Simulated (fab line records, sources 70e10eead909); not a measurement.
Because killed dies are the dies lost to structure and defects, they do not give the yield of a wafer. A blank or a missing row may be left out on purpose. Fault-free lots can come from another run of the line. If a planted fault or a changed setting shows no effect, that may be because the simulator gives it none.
fab line records    flow nandHarc    part 1 of 2: steps 1 to 27 of 38
record lots=5  wafers=15  lastDay=30
route steps=1302 shown A_CHANNEL_FILL_D1@513 A_DECK1_JOINT@518 A_ONON_D2@545
lots with no fault: from the same line, run without faults
startH: hours from the record's first day to the start of the lot's first wafer shown    waitH: hours from the lot's prior step to this one    " the same as in the row above    L1.1+2: a single row standing in for several wafers    - no value present, or no start provided    * or withheld: withheld    < > ~ a bound
route shown NAME@n: names a module that has steps shown in the file, with the first one's number in the route    usual: the fault-free wafers' mean and standard deviation    same: alike in all rows    chamber/n: place in a boat    sites: the reading at each site    _std_site: the values' standard deviation    _edge_site: mean of outer sites minus mean of inner sites    radiusMm: how far each site lies from the wafer's centre    mask NAME#n: copy n    behind: tool/chamber where the wafer was last shaped    hold: reason for holding the lot/hours on hold/outcome of the hold    device: which transistor (n, p or np) failed to switch    end of line: the same wafers' tests at the end of the route    a step with no rows: only its recipe    killed: not the wafer's yield, but the dies lost to structure and defects at the first sort    map: shows each die of a wafer: x if killed, . if not, _ if none is there
set.NAME: setting as actually run; set.NAME@STEP: the setting as run at that earlier step    model.NAME: the simulator's own value behind a step, which no gauge read
lots at some steps of the route; a table a step, a row a wafer
services: the hour from which a tool's chamber was out of use, counted from the record's first day as startH (under 0 if before that day), plus the number of hours and why
## steps
# step NHARC_A_CHANNEL_FILL_D1_CMP_10
# recipe targetThkNm=150
# usual motorCurrentA=11.8/1.5  padLifeWafers=185/100  timeToEndpointS=16.4/2.1
lot.wafer  tool    chamber  startH  waitH  motorCurrentA  padLifeWafers  timeToEndpointS
L074.3     cmp-04  2        238.27  0.4    10.1           90             23.4
L074.4     "       3        "       "      13.5           91             17.9
L074.6     "       2        "       "      9.3            -              21.4
L080.4     cmp-04  3        297.79  0.4    13.9           324            14.5
L080.1     "       0        "       "      10.8           325            18.1
L080.2     "       1        "       "      11.1           326            17.8
L082.2     cmp-01  2        317.26  0.4    12.6           133            16.1
L082.1     "       0        "       "      10.1           135            17.8
L082.6     "       1        "       "      11.6           -              16.5
L087.4     cmp-04  3        370.94  0.4    14.1           204            10.8
L087.1     "       0        "       "      10.8           205            17.8
L087.3     "       2        "       "      9.6            207            17.6
L092.4     cmp-02  3        407.42  0.4    13.1           259            15.5
L092.2     "       0        "       "      10.4           260            17.8
L092.5     "       3        "       "      14.0           -              16.7
# step NHARC_A_CHANNEL_FILL_D1_SRD_12
lot.wafer   tool         chamber  startH  waitH
L074.3+6+4  wetBench-05  3,4,6    238.57  0.0
L080.2+1+4  wetBench-03  1,2,3    298.09  0.0
L082.1+6+2  wetBench-01  1,2,4    317.53  0.0
L087.3+4+1  wetBench-01  4,5,1    371.24  0.0
L092.2+5+4  wetBench-05  7,1,2    407.69  0.0
# step NHARC_A_CHANNEL_FILL_D1_INSPECT_13
# usual rawDefectCount=343/110
lot.wafer  tool              chamber  startH  waitH  rawDefectCount
L074.3     defectInspect-01  -        238.69  0.0    417
L074.4     "                 -        "       "      327
L074.6     "                 -        "       "      539
L080.1     defectInspect-02  -        298.20  0.0    222
L080.2     "                 -        "       "      400
L080.4     "                 -        "       "      214
L082.1     defectInspect-01  -        317.64  0.0    566
L082.2     "                 -        "       "      302
L082.6     "                 -        "       "      300
L087.1     defectInspect-01  -        371.35  0.0    557
L087.3     "                 -        "       "      370
L087.4     "                 -        "       "      231
L092.2     defectInspect-01  -        407.80  0.0    308
L092.4     "                 -        "       "      344
L092.5     "                 -        "       "      174
# step NHARC_A_DECK1_JOINT_ETCHBACK_07
# recipe targetDepthA=1050  timeS=26.9  hbrFlowSccm=150  rfW=350  icpW=350  biasW=60  chemistry=HBr
# usual drypumpMotorCurrentA=5.8/0.47  oesProductAu=0.998/0.0098  throttleValvePct=23.266/0.0085
lot.wafer  tool      chamber  startH  waitH  drypumpMotorCurrentA  oesProductAu  rfHoursCounterH  throttleValvePct
L074.4     rieSi-03  0        238.76  0.1    5.8                   0.989         0.1              23.281
L074.3     "         1        "       "      5.4                   0.992         0.1              23.254
L074.6     "         0        "       "      5.8                   0.995         -                23.264
L080.4     rieSi-05  3        298.26  0.1    6.1                   0.999         0.9              23.253
L080.1     "         0        "       "      6.7                   0.993         0.8              23.256
L080.2     "         1        "       "      5.5                   0.995         1.1              23.258
L082.1     rieSi-06  3        317.72  0.1    5.5                   0.999         0.4              23.274
L082.2     "         1        "       "      6.3                   0.997         0.4              23.264
L082.6     "         3        "       "      5.5                   1.002         -                23.266
L087.1     rieSi-03  2        371.41  0.1    5.4                   1.000         1.0              23.256
L087.3     "         3        "       "      5.5                   0.979         1.0              23.255
L087.4     "         0        "       "      5.8                   0.998         -                23.255
L092.2     rieSi-05  3        407.87  0.1    6.2                   1.002         0.5              23.266
L092.4     "         0        "       "      6.8                   1.006         0.5              23.261
L092.5     "         0        "       "      6.8                   0.990         -                23.269
# step NHARC_A_DECK1_JOINT_ETCH_25
# recipe targetDepthA=5  chemistry=dHF  material=SiO2
lot.wafer   tool         chamber  startH  waitH
L074.3+6+4  wetBench-06  7,0,4    238.90  0.1
L080.4+2+1  wetBench-06  5,0,1    298.40  0.1
L082.6+1+2  wetBench-07  6,7,0    317.85  0.1
L087.3+4+1  wetBench-07  3,5,6    371.60  0.1
L092.4+2+5  wetBench-06  2,3,6    408.01  0.1
# step NHARC_A_DECK1_JOINT_ETCH_19
# recipe tempC=25  targetDepthA=30  chemistry=TMAH  material=poly-Si
# usual tempC=24.99/0.11
lot.wafer  tool         chamber  startH  waitH  tempC
L074.3     wetBench-06  7        238.93  0.0    24.91
L074.6     "            0        "       "      25.01
L074.4     "            4        "       "      24.92
L080.4     wetBench-06  5        298.44  0.0    24.90
L080.2     "            0        "       "      24.99
L080.1     "            1        "       "      24.97
L082.6     wetBench-07  6        317.88  0.0    25.04
L082.1     "            7        "       "      24.93
L082.2     "            0        "       "      24.89
L087.3     wetBench-07  3        371.63  0.0    24.97
L087.4     "            5        "       "      24.89
L087.1     "            6        "       "      25.03
L092.4     wetBench-06  2        408.05  0.0    25.14
L092.2     "            3        "       "      24.83
L092.5     "            6        "       "      24.93
# step NHARC_A_DECK1_JOINT_ETCH_18
# recipe targetDepthA=30  chemistry=dHF  material=SiO2
lot.wafer   tool         chamber  startH  waitH
L074.3+6+4  wetBench-06  7,0,4    -       -
L080.4+2+1  wetBench-06  5,0,1    -       -
L082.6+1+2  wetBench-07  6,7,0    -       -
L087.3+4+1  wetBench-07  3,5,6    -       -
L092.4+2+5  wetBench-06  2,3,6    -       -
# step NHARC_A_DECK1_JOINT_WET_08
# recipe tempC=160  timeS=86  chemistry=H3PO4
# usual tempC=160.00/0.13
lot.wafer  tool         chamber  startH  waitH  tempC
L074.3     wetH3po4-01  1        240.72  -      159.85
L074.4     "            1        "       "      159.92
L074.6     "            1        "       "      160.28
L080.1     wetH3po4-02  1        300.24  -      160.28
L080.2     "            1        "       "      160.05
L080.4     "            1        "       "      159.94
L082.1     wetH3po4-01  0        319.69  -      160.06
L082.2     "            0        "       "      160.00
L082.6     "            0        "       "      159.71
L087.1     wetH3po4-02  0        374.94  -      159.81
L087.3     "            0        "       "      160.01
L087.4     "            0        "       "      160.08
L092.2     wetH3po4-01  0        409.85  -      160.26
L092.4     "            0        "       "      160.07
L092.5     "            0        "       "      160.07
# step NHARC_A_DECK1_JOINT_ETCH_09
# recipe targetDepthA=50  chemistry=dHF  material=SiO2
lot.wafer   tool         chamber  startH  waitH
L074.6+3+4  wetBench-04  0,1,2    241.27  0.0
L080.1+4+2  wetBench-07  1,2,5    300.81  0.0
L082.6+2+1  wetBench-04  5,7,2    320.24  0.0
L087.1+3+4  wetBench-04  2,3,5    375.52  0.0
L092.4+5+2  wetBench-06  3,6,7    410.41  0.0
# step NHARC_A_DECK1_JOINT_WET_10
# recipe tempC=160  timeS=86  chemistry=H3PO4
# usual tempC=160.01/0.15
lot.wafer  tool         chamber  startH  waitH  tempC
L074.3     wetH3po4-01  0        242.95  1.7    159.96
L074.4     "            0        "       "      159.80
L074.6     "            0        "       "      159.85
L080.1     wetH3po4-02  0        302.49  1.7    159.87
L080.2     "            0        "       "      159.83
L080.4     "            0        "       "      159.90
L082.1     wetH3po4-01  1        321.93  1.7    160.08
L082.2     "            1        "       "      160.18
L082.6     "            1        "       "      160.17
L087.1     wetH3po4-02  0        377.24  1.7    159.97
L087.3     "            0        "       "      159.98
L087.4     "            0        "       "      160.05
L092.2     wetH3po4-01  0        412.10  1.7    160.05
L092.4     "            0        "       "      160.11
L092.5     "            0        "       "      160.10
# step NHARC_A_DECK1_JOINT_ETCH_11
# recipe targetDepthA=350  chemistry=dHF  material=SiO2
lot.wafer   tool         chamber  startH  waitH
L074.3+4+6  wetBench-07  0,2,4    243.53  0.0
L080.2+1+4  wetBench-06  3,5,6    303.03  0.0
L082.2+1+6  wetBench-06  6,7,2    322.50  0.0
L087.3+4+1  wetBench-06  0,1,4    377.77  0.0
L092.4+2+5  wetBench-04  2,3,4    412.66  0.0
# step NHARC_A_DECK1_JOINT_CVD_12
# recipe targetThkA=900  tempC=620  pressureMtorr=200  timeS=1800  material=poly-Si
# usual spikeTcTopC=637.3/1.3  zonePowerCentrePct=9.1/0.45
lot.wafer  tool          chamber  startH  waitH  spikeTcTopC  zonePowerCentrePct
L074.3     lpcvdPoly-04  0        246.18  2.6    635.9        9.4
L074.4     "             0        "       "      636.6        9.4
L074.6     "             0        "       "      638.1        9.5
L080.1     lpcvdPoly-04  0        305.71  2.6    639.5        9.6
L080.2     "             0        "       "      637.8        9.6
L080.4     "             0        "       "      637.1        9.6
L082.1     lpcvdPoly-02  0        324.97  2.4    639.4        8.3
L082.2     "             0        "       "      637.2        8.3
L082.6     "             0        "       "      639.6        8.1
L087.1     lpcvdPoly-01  0        380.44  2.5    634.8        8.8
L087.3     "             0        "       "      637.5        8.9
L087.4     "             0        "       "      635.0        8.8
L092.2     lpcvdPoly-01  0        415.32  2.6    636.9        8.6
L092.4     "             0        "       "      635.4        8.7
L092.5     "             0        "       "      637.0        8.7
# step NHARC_A_DECK1_JOINT_CMP_13
# recipe targetThkNm=51.023
# usual motorCurrentA=11.7/1.2  padLifeWafers=178/110  timeToEndpointS=9.6/2.2
lot.wafer  tool    chamber  startH  waitH  motorCurrentA  padLifeWafers  timeToEndpointS
L074.4     cmp-04  3        249.05  0.4    13.3           132            9.9
L074.3     "       2        "       "      10.4           135            15.2
L074.6     "       3        "       "      13.8           -              7.4
L080.2     cmp-01  2        308.53  0.4    12.5           90             8.7
L080.1     "       3        "       "      11.9           91             6.8
L080.4     "       0        "       "      10.9           92             8.6
L082.2     cmp-01  2        327.82  0.4    13.1           156            8.5
L082.1     "       3        "       "      12.4           157            6.4
L082.6     "       3        "       "      11.6           -              7.8
L087.4     cmp-03  3        383.32  0.4    11.1           61             11.0
L087.1     "       0        "       "      13.3           62             7.5
L087.3     "       1        "       "      10.5           63             11.2
L092.2     cmp-03  2        418.17  0.4    11.5           210            8.1
L092.4     "       0        "       "      13.3           212            7.6
L092.5     "       3        "       "      10.6           -              7.2
# step NHARC_A_DECK1_JOINT_THK_MEAS_14
# recipe thkMeasGauge=ellipsometry
# usual thkNm=51.6/1.6
lot.wafer  tool          chamber  startH  waitH  thkNm
L074.3     filmMetro-02  -        249.30  0.2    50.6
L074.4     "             -        "       "      52.1
L074.6     "             -        "       "      51.7
L080.1     filmMetro-02  -        308.78  0.2    50.8
L080.2     "             -        "       "      52.6
L080.4     "             -        "       "      50.4
L082.1     filmMetro-01  -        328.08  0.2    48.7
L082.2     "             -        "       "      50.9
L082.6     "             -        "       "      50.2
L087.1     filmMetro-01  -        383.55  0.2    49.5
L087.3     "             -        "       "      53.2
L087.4     "             -        "       "      54.0
L092.2     filmMetro-02  -        418.43  0.2    53.0
L092.4     "             -        "       "      49.2
L092.5     "             -        "       "      52.1
# step NHARC_A_DECK1_JOINT_SRD_04
lot.wafer   tool         chamber  startH  waitH
L074.6+4+3  wetBench-06  0,1,2    249.34  0.0
L080.2+4+1  wetBench-06  4,6,7    308.83  0.0
L082.1+6+2  wetBench-07  6,7,0    328.13  0.1
L087.1+3+4  wetBench-04  0,1,2    383.61  0.1
L092.4+2+5  wetBench-04  3,5,6    418.48  0.0
# step NHARC_A_DECK1_JOINT_ETCHBACK_00
# recipe targetDepthA=300  timeS=17.4  hbrFlowSccm=150  rfW=350  icpW=350  biasW=60  chemistry=HBr
# usual drypumpMotorCurrentA=5.8/0.48  oesProductAu=0.998/0.0092  throttleValvePct=23.266/0.0096
lot.wafer  tool      chamber  startH  waitH  drypumpMotorCurrentA  oesProductAu  rfHoursCounterH  throttleValvePct
L074.3     rieSi-03  0        249.44  0.1    5.8                   1.006         0.3              23.272
L074.4     "         1        "       "      5.4                   1.009         0.2              23.270
L074.6     "         3        "       "      5.5                   0.986         -                23.262
L080.2     rieSi-06  2        308.91  0.1    5.5                   0.981         0.4              23.254
L080.1     "         0        "       "      5.9                   0.998         0.3              23.263
L080.4     "         1        "       "      6.3                   0.984         0.4              23.285
L082.2     rieSi-05  0        328.23  0.1    6.7                   1.004         0.1              23.271
L082.1     "         1        "       "      5.4                   1.001         0.1              23.264
L082.6     "         2        "       "      5.2                   1.002         -                23.267
L087.3     rieSi-05  0        383.70  0.1    6.8                   0.994         0.4              23.261
L087.1     "         2        "       "      5.2                   1.013         0.3              23.280
L087.4     "         3        "       "      6.2                   0.992         0.4              23.271
L092.2     rieSi-05  1        418.58  0.1    5.5                   1.009         0.5              23.289
L092.4     "         2        "       "      5.2                   1.017         0.5              23.253
L092.5     "         3        "       "      6.2                   1.012         -                23.279
# step NHARC_A_DECK1_JOINT_PRECLEAN_30
# recipe timeS=*  tempC=50  bathAgeMin=0  chemistry=SC1
# usual tempC=50.00/0.11
lot.wafer  tool         chamber  startH  waitH  tempC
L074.3     wetBench-06  5        249.57  0.1    49.97
L074.6     "            6        "       "      50.23
L074.4     "            2        "       "      49.98
L080.1     wetBench-07  2        309.06  0.1    49.79
L080.2     "            3        "       "      50.04
L080.4     "            4        "       "      49.98
L082.1     wetBench-04  0        328.35  0.1    49.86
L082.2     "            4        "       "      50.04
L082.6     "            5        "       "      50.09
L087.4     wetBench-07  2        383.86  0.1    50.01
L087.1     "            3        "       "      49.82
L087.3     "            4        "       "      50.13
L092.5     wetBench-07  6        418.71  0.1    50.02
L092.4     "            0        "       "      50.09
L092.2     "            1        "       "      50.04
# step NHARC_A_DECK1_JOINT_SRD_31
lot.wafer   tool         chamber  startH  waitH
L074.3+6+4  wetBench-06  5,6,2    -       -
L080.1+2+4  wetBench-07  2,3,4    -       -
L082.1+2+6  wetBench-04  0,4,5    -       -
L087.4+1+3  wetBench-07  2,3,4    -       -
L092.5+4+2  wetBench-07  6,0,1    -       -
# step NHARC_A_DECK1_JOINT_CVD_34
# recipe targetThkA=200  tempC=700  pressureMtorr=300  material=SiNx
# usual spikeTcTopC=714.2/1.2  zonePowerCentrePct=11.8/0.72
lot.wafer  tool      chamber  startH  waitH  spikeTcTopC  zonePowerCentrePct
L074.3     lpcvd-01  0        252.82  -      716.7        12.3
L074.4     "         0        "       "      716.2        12.4
L074.6     "         0        "       "      714.8        12.5
L080.1     lpcvd-02  1        312.30  -      712.6        12.2
L080.2     "         1        "       "      711.7        12.3
L080.4     "         1        "       "      712.8        12.6
L082.1     lpcvd-02  1        331.58  -      714.0        12.3
L082.2     "         1        "       "      713.7        12.4
L082.6     "         1        "       "      714.5        12.1
L087.1     lpcvd-02  0        387.09  -      715.9        11.0
L087.3     "         0        "       "      714.3        11.2
L087.4     "         0        "       "      715.7        11.1
L092.2     lpcvd-02  1        421.94  -      713.6        12.4
L092.4     "         1        "       "      714.2        12.5
L092.5     "         1        "       "      712.8        12.4
# step NHARC_A_DECK1_JOINT_DEP_06
# recipe targetThkA=800  tempC=65  material=SiOx
lot.wafer   tool     chamber  startH  waitH
L074.4+3+6  fcvd-02  0,1,0    256.11  0.4
L080.2+1+4  fcvd-02  1,0,0    315.52  0.4
L082.2+1+6  fcvd-01  1,0,1    334.80  0.4
L087.1+4+3  fcvd-01  0,1,0    390.34  0.4
L092.2+4+5  fcvd-02  1,0,0    425.17  0.4
# step NHARC_A_DECK1_JOINT_CURE_26
# recipe tempC=150  timeS=32  pressureAtm=0.395
lot.wafer   tool     chamber  startH  waitH
L074.4+3+6  fcvd-02  0,1,0    256.25  0.1
L080.2+1+4  fcvd-02  1,0,0    315.70  0.2
L082.2+1+6  fcvd-01  1,0,1    334.98  0.2
L087.1+4+3  fcvd-01  0,1,0    390.50  0.1
L092.2+4+5  fcvd-02  1,0,0    425.33  0.1
# step NHARC_A_DECK1_JOINT_ANNEAL_27
# recipe tempC=400  timeS=3600  idleTempC=300  rampUpCPerMin=10  densificationPH2oTorr=640
# usual spikeTcTopC=429.5/1.4  zonePowerCentrePct=4.5/0.57
lot.wafer  tool        chamber  startH  waitH  spikeTcTopC  zonePowerCentrePct
L074.3     furnace-05  0        260.81  4.5    429.6        4.1
L074.4     "           0        "       "      428.4        4.2
L074.6     "           0        "       "      428.5        4.1
L080.1     furnace-05  0        320.96  5.2    428.2        4.1
L080.2     "           0        "       "      427.2        4.1
L080.4     "           0        "       "      429.0        4.1
L082.1     furnace-05  0        337.70  2.7    429.5        4.1
L082.2     "           0        "       "      428.9        4.2
L082.6     "           0        "       "      428.5        4.1
L087.1     furnace-08  0        394.86  4.4    433.1        4.7
L087.3     "           0        "       "      430.5        4.7
L087.4     "           0        "       "      433.1        4.7
L092.2     furnace-01  0        428.97  3.6    430.6        5.5
L092.4     "           0        "       "      429.7        5.6
L092.5     "           0        "       "      430.8        5.5
# step NHARC_A_DECK1_JOINT_ANNEAL_28
# recipe tempC=500  timeS=1800  idleTempC=400  rampUpCPerMin=10  densificationPH2oTorr=640
# usual spikeTcTopC=525.6/1.6  zonePowerCentrePct=6.2/0.79
lot.wafer  tool        chamber  startH  waitH  spikeTcTopC  zonePowerCentrePct
L074.3     furnace-05  0        265.12  2.6    525.5        5.7
L074.4     "           0        "       "      526.2        5.7
L074.6     "           0        "       "      524.8        5.7
L080.1     furnace-05  0        325.31  2.6    524.0        5.8
L080.2     "           0        "       "      526.2        5.6
L080.4     "           0        "       "      523.8        5.8
L082.1     furnace-05  0        342.03  2.6    523.8        5.7
L082.2     "           0        "       "      526.3        5.6
L082.6     "           0        "       "      525.8        5.8
L087.1     furnace-08  0        404.16  7.5    531.0        6.6
L087.3     "           0        "       "      530.3        6.5
L087.4     "           0        "       "      528.2        6.5
L092.2     furnace-01  0        434.53  3.8    524.8        7.7
L092.4     "           0        "       "      525.4        7.8
L092.5     "           0        "       "      524.8        7.6
# step NHARC_A_DECK1_JOINT_ANNEAL_29
# recipe tempC=750  timeS=1800  idleTempC=500  rampUpCPerMin=10  rampDownCPerMin=3
# usual spikeTcTopC=766.0/1.3  zonePowerCentrePct=12.5/1.7
lot.wafer  tool        chamber  startH  waitH  spikeTcTopC  zonePowerCentrePct
L074.3     furnace-05  0        268.36  2.6    765.3        11.5
L074.4     "           0        "       "      765.3        11.4
L074.6     "           0        "       "      767.4        11.5
L080.1     furnace-05  0        328.54  2.6    766.4        11.5
L080.2     "           0        "       "      764.5        11.4
L080.4     "           0        "       "      764.2        11.4
L082.1     furnace-05  0        347.40  4.7    766.0        11.5
L082.2     "           0        "       "      766.7        11.4
L082.6     "           0        "       "      764.8        11.5
L087.1     furnace-08  0        409.22  4.4    770.2        13.3
L087.3     "           0        "       "      769.9        13.0
L087.4     "           0        "       "      768.8        12.9
L092.2     furnace-01  0        438.92  3.7    766.2        15.8
L092.4     "           0        "       "      765.9        15.3
L092.5     "           0        "       "      767.2        15.4
# step NHARC_A_DECK1_JOINT_CMP_02
# recipe material=SiOx
# usual motorCurrentA=11.6/1.1  padLifeWafers=158/95
lot.wafer  tool    chamber  startH  waitH  motorCurrentA  padLifeWafers
L074.3     cmp-03  2        270.99  0.4    11.7           24
L074.4     "       1        "       "      10.2           27
L074.6     "       3        "       "      11.0           -
L080.2     cmp-01  0        331.24  0.4    10.4           169
L080.1     "       1        "       "      12.3           170
L080.4     "       2        "       "      12.7           171
L082.1     cmp-01  1        350.11  0.4    12.2           236
L082.2     "       2        "       "      12.8           237
L082.6     "       0        "       "      10.3           -
L087.3     cmp-04  1        411.91  0.4    10.5           6
L087.4     "       2        "       "      9.8            7
L087.1     "       3        "       "      14.1           8
L092.4     cmp-01  1        441.69  0.4    12.5           212
L092.2     "       2        "       "      12.1           213
L092.5     "       3        "       "      11.7           -
# step NHARC_A_DECK1_JOINT_SRD_15
lot.wafer   tool         chamber  startH  waitH
L074.4+3+6  wetBench-04  1,2,5    271.28  0.0
L080.1+2+4  wetBench-07  6,1,2    331.51  0.0
L082.6+2+1  wetBench-04  2,5,6    350.36  0.0
L087.4+3+1  wetBench-06  2,4,5    412.21  0.0
L092.5+4+2  wetBench-04  2,4,5    441.94  0.0
# step NHARC_A_DECK1_JOINT_DEP_16
# recipe targetThkA=450  tempC=400  pressureTorr=6.5  rfW=900  teosFlowSccm=161.4  flowSccm=2650  targetThkNm=45  gas=O2  material=SiO2
# usual heaterPowerW=530/68  throttleValvePct=16.2/0.58
lot.wafer  tool      chamber  startH  waitH  heaterPowerW  throttleValvePct
L074.3     pecvd-01  2        271.60  0.3    403           16.6
L074.4     "         0        "       "      509           16.7
L074.6     "         2        "       "      407           16.6
L080.2     pecvd-02  1        331.63  0.1    525           16.1
L080.1     "         2        "       "      582           15.4
L080.4     "         0        "       "      492           16.7
L082.1     pecvd-02  1        350.47  0.1    438           16.5
L082.2     "         2        "       "      605           15.7
L082.6     "         1        "       "      444           16.4
L087.1     pecvd-04  1        412.57  0.3    680           15.6
L087.3     "         2        "       "      413           15.2
L087.4     "         2        "       "      422           15.3
L092.2     pecvd-02  0        442.03  0.1    507           16.3
L092.4     "         0        "       "      506           16.2
L092.5     "         2        "       "      541           15.7
